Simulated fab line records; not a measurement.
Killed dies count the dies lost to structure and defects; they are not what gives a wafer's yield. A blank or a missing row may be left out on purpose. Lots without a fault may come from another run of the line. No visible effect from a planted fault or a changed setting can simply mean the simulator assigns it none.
The tool behind it: which one?	flow n5_finfet	Sampling: 9 lots, 27 wafers, 5 of 1938 route steps

== WHAT THE GAUGES READ, wafer by wafer ==
N5_BEOL_M4_RC_MEAS_101. Usual: DIBL_N 36.0 mV/V, standard deviation 2; DIBL_P 36.2 mV/V, standard deviation 2.2; IOFF_N 0.16 nA/um, standard deviation 0.034; IOFF_P 0.21 nA/um, standard deviation 0.04; ION_N 675 uA/um, standard deviation 12; ION_P 463 uA/um, standard deviation 7.2; SS_N 71.6 mV/dec, standard deviation 0.6; SS_P 73.3 mV/dec, standard deviation 0.67; VT_N 250 mV, standard deviation 3; VT_P -251 mV, standard deviation 3.4.
lot	measured	on	DIBL_N (mV/V)	DIBL_P (mV/V)	IOFF_N (nA/um)	IOFF_P (nA/um)	ION_N (uA/um)	ION_P (uA/um)	SS_N (mV/dec)	SS_P (mV/dec)	VT_N (mV)	VT_P (mV)	flag
L106	day 8 10:36	prober-01	38.6 37.0 36.2	39.1 37.7 36.8	0.22 0.19 0.18	0.26 0.24 0.22	692 684 683	468 467 464	71.6 71.2 71.8	73.7 73.8 73.9	248 246 245	-250 -248 -250	
L109	day 9 06:21	prober-02	35.2 36.7 34.6	35.2 36.1 35.2	0.14 0.16 0.13	0.18 0.18 0.17	681 673 665	460 455 461	71.1 71.7 70.6	73.5 72.3 72.1	251 251 250	-251 -254 -252	
L112	day 10 01:41	prober-01	38.6 36.6 37.7	39.9 37.6 38.0	0.24 0.20 0.22	0.29 0.25 0.26	697 680 693	474 462 470	72.4 71.6 72.3	74.3 73.6 73.6	242 245 245	-245 -248 -248	
L113	day 10 05:44	prober-01	36.0 38.7 37.0	34.2 37.7 36.6	0.13 0.18 0.14	0.16 0.20 0.19	669 673 679	453 453 460	71.8 72.5 72.0	73.8 73.7 73.5	254 253 252	-255 -253 -254	
L118	day 11 09:48	prober-01	37.6 35.4 39.6	38.4 36.5 41.7	0.19 0.17 0.26	0.25 0.22 0.33	678 679 688	467 470 481	71.1 71.9 72.7	73.8 73.1 74.7	250 249 242	-248 -248 -241	
L122	day 12 15:52	prober-02	34.0 35.0 33.0	35.0 35.1 33.5	0.12 0.13 0.11	0.19 0.19 0.17	664 669 653	466 453 459	70.8 71.7 70.2	73.1 73.5 72.1	256 253 256	-253 -253 -252	
L123	day 14 00:33	prober-01	33.4 39.1 38.7	32.7 40.1 40.0	0.12 0.22 0.21	0.18 0.32 0.31	668 695 685	465 480 469	70.8 72.0 72.5	72.4 74.7 74.9	254 245 247	-252 -243 -247	
L126	day 14 02:49	prober-02	36.8 38.6 34.2	37.0 37.5 32.9	0.16 0.20 0.13	0.21 0.22 0.16	672 692 664	464 466 453	71.1 71.9 71.2	73.6 74.0 71.9	249 247 252	-253 -250 -254	
L128	day 14 05:08	prober-01	34.0 35.2 35.9	33.6 34.5 34.8	0.12 0.14 0.15	0.18 0.19 0.19	669 666 673	459 456 456	71.1 71.7 71.7	73.0 73.5 72.7	253 252 250	-252 -254 -253	

== WHICH TOOL RAN EACH LOT (tool, then ch and the chambers of the sampled wafers, then the start) ==
lot	N5_ZERO_LAYER_ETCH_17	N5_WELL_APT_DESCUM_13	N5_WELL_APT_IMPLANT_15	N5_PMOS_HMC_CHANNEL_EPI_HM_DEP_34
L106	rie_diel-06 ch 0,2,3, day 1 18:54	rie_diel-04 ch 1,3, day 1 19:50	implanter-02 ch 0, day 1 20:07	pecvd-03 ch 0,2, day 1 23:02
L109	rie_diel-06 ch 2,3, day 2 12:52	rie_diel-01 ch 0,1,2, day 2 13:55	implanter-01 ch 0, day 2 14:16	pecvd-02 ch 0,2, day 2 17:52
L112	rie_diel-06 ch 1,2,3, day 3 06:50	rie_diel-01 ch 1,2, day 3 07:55	implanter-01 ch 0, day 3 08:11	pecvd-02 ch 0,1,2, day 3 10:50
L113	rie_diel-05 ch 0,1, day 3 12:53	rie_diel-04 ch 0,1,2, day 3 14:19	implanter-01 ch 0, day 3 14:40	pecvd-04 ch 0,1,2, day 3 17:28
L118	rie_diel-05 ch 0,1,2, day 4 19:02	rie_diel-04 ch 1,3, day 4 20:30	implanter-02 ch 0, day 4 20:47	pecvd-03 ch 0,1,2, day 4 23:25
L122	rie_diel-05 ch 0,1,2, day 5 18:52	rie_diel-02 ch 1,2,3, day 5 20:05	implanter-02 ch 0, day 5 20:23	pecvd-03 ch 0,1,2, day 5 22:55
L123	rie_diel-03 ch 0,1,3, day 6 00:46	rie_diel-01 ch 0,3, day 6 03:02	implanter-02 ch 0, day 6 03:19	pecvd-04 ch 0,2, day 6 06:40
L126	rie_diel-05 ch 1,3, day 6 18:43	rie_diel-02 ch 1,2, day 6 20:09	implanter-02 ch 0, day 6 20:28	pecvd-04 ch 1,2, day 6 23:27
L128	rie_diel-06 ch 1,3, day 7 06:44	rie_diel-04 ch 0,1,3, day 7 07:42	implanter-01 ch 0, day 7 08:01	pecvd-03 ch 1,2, day 7 11:28
- N5_ZERO_LAYER_ETCH_17: etches SiO2 in CF4, target depth 12 nm, time 13.3 s.
- N5_WELL_APT_DESCUM_13: chemistry O2, time 7.9 s.
- N5_WELL_APT_IMPLANT_15
- N5_PMOS_HMC_CHANNEL_EPI_HM_DEP_34: deposits SiO2 from TEOS/O2, target thk 36 nm, time 6.9 s.

== AS READ BY THE TOOLS THEMSELVES (means over the sampled wafers that have a number; for cases with no such wafer, the mark the record gives instead) ==
N5_ZERO_LAYER_ETCH_17. Usual: drypump_motor_current_A 5.80 A, standard deviation 0.25; oes_product_au 0.79 a.u., standard deviation 0.096; rf_vpp_V 950 V, standard deviation 3.8; showerhead_plenum_p_Torr 2.17 Torr, standard deviation 0.063; throttle_valve_pct 15.63 %, standard deviation 0.26.
lot	tool	drypump_motor_current_A (A)	oes_product_au (a.u.)	rf_vpp_V (V)	showerhead_plenum_p_Torr (Torr)	throttle_valve_pct (%)	flag
L106	rie_diel-06	5.93	0.85	948	2.13	15.52	
L109	rie_diel-06	5.84	0.91	947	2.11	15.32	
L112	rie_diel-06	5.70	0.85	950	2.16	15.48	
L113	rie_diel-05	5.82	0.71	953	2.22	15.80	
L118	rie_diel-05	5.86	0.71	950	2.16	15.82	
L122	rie_diel-05	5.87	0.70	950	2.16	15.84	
L123	rie_diel-03	5.80	0.83	950	2.17	15.49	
L126	rie_diel-05	5.73	0.87	953	2.20	15.66	
L128	rie_diel-06	5.55	0.81	951	2.17	15.51	

N5_WELL_APT_DESCUM_13. Usual: drypump_motor_current_A 5.7 A, standard deviation 0.45; oes_product_au 0.83 a.u., standard deviation 0.078; rf_vpp_V 242.7 V, standard deviation 1.3; showerhead_plenum_p_Torr 2.07 Torr, standard deviation 0.062; throttle_valve_pct 20.34 %, standard deviation 0.16.
lot	tool	drypump_motor_current_A (A)	oes_product_au (a.u.)	rf_vpp_V (V)	showerhead_plenum_p_Torr (Torr)	throttle_valve_pct (%)	flag
L106	rie_diel-04	5.4	0.86	243.4	2.07	20.36	
L109	rie_diel-01	5.6	0.83	243.1	2.06	20.43	
L112	rie_diel-01	5.4	0.80	243.6	2.09	20.47	
L113	rie_diel-04	5.4	0.90	242.7	2.06	20.23	
L118	rie_diel-04	5.4	0.81	242.4	2.06	20.40	
L122	rie_diel-02	5.9	0.83	242.8	2.08	20.28	
L123	rie_diel-01	6.2	0.82	242.7	2.03	20.34	
L126	rie_diel-02	5.8	0.86	241.8	2.02	20.36	
L128	rie_diel-04	5.7	0.84	242.1	2.06	20.33	

N5_WELL_APT_IMPLANT_15. Usual: beam_energy_keV 25.000, standard deviation 0.0076; dose_ions_cm2 1.4999e+13, standard deviation 1.6e+10.
lot	tool	beam_energy_keV	dose_ions_cm2	flag
L106	implanter-02	24.990	1.4988e+13	
L109	implanter-01	24.995	1.4974e+13	
L112	implanter-01	25.007	1.4998e+13	
L113	implanter-01	24.998	1.5012e+13	
L118	implanter-02	25.005	1.4990e+13	
L122	implanter-02	25.010	1.5006e+13	
L123	implanter-02	31.408	1.4982e+13	OFF
L126	implanter-02	31.410	1.4996e+13	OFF
L128	implanter-01	25.011	1.5010e+13	

N5_PMOS_HMC_CHANNEL_EPI_HM_DEP_34. Usual: heater_power_w 553 W, standard deviation 84; showerhead_plenum_p_Torr 8.36 Torr, standard deviation 0.043; throttle_valve_pct 18.2 %, standard deviation 1.1.
lot	tool	heater_power_w (W)	showerhead_plenum_p_Torr (Torr)	throttle_valve_pct (%)	flag
L106	pecvd-03	533	8.38	18.5	
L109	pecvd-02	503	8.36	18.5	
L112	pecvd-02	470	8.34	18.1	
L113	pecvd-04	611	8.40	17.9	
L118	pecvd-03	551	8.34	18.5	
L122	pecvd-03	562	8.33	18.6	
L123	pecvd-04	583	8.38	17.3	
L126	pecvd-04	567	8.39	17.9	
L128	pecvd-03	550	8.30	18.8	

== THE ANSWER, worked out from the rows above alone ==
Rule: a lot is off if the mean of its wafers that have a number lies more than 3 standard deviations from the usual mean. Also off: a lot with no number at a reading for which 4 or more lots have one. Any other lot the step has rows for is counted as sound. First the gauges in route order, then the tools' own readings, where a lot's mean is used as printed above. The first step at which some lot is off is used, and at that step the reading that is off furthest; a lot without a number counts as furthest.
Off, at N5_WELL_APT_IMPLANT_15 on beam_energy_keV: L123, L126.
A tool fits if, at that step or a process step before it, it ran every lot that is off, and no sound lot after the first of them. One fits: N5_WELL_APT_IMPLANT_15 on implanter-02. Its last sound lot is L122 (day 5 20:23), its first lot that is off L123 (day 6 03:19): a fault that began between those two fits.
On the lots that are off, the tool's own readings at N5_WELL_APT_IMPLANT_15 differ by more than 5 times the standard deviation of the sound lots' means, which bears it out; beam_energy_keV reads 31.409 there versus 25.002 on the sound lots.

== WHAT THE SIMULATOR HAD INSERTED ==
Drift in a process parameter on implanter-02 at N5_WELL_APT_IMPLANT_15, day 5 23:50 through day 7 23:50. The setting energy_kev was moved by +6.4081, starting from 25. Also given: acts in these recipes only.
Struck lots among those shown: L123, L126. The same result came from the rule above.
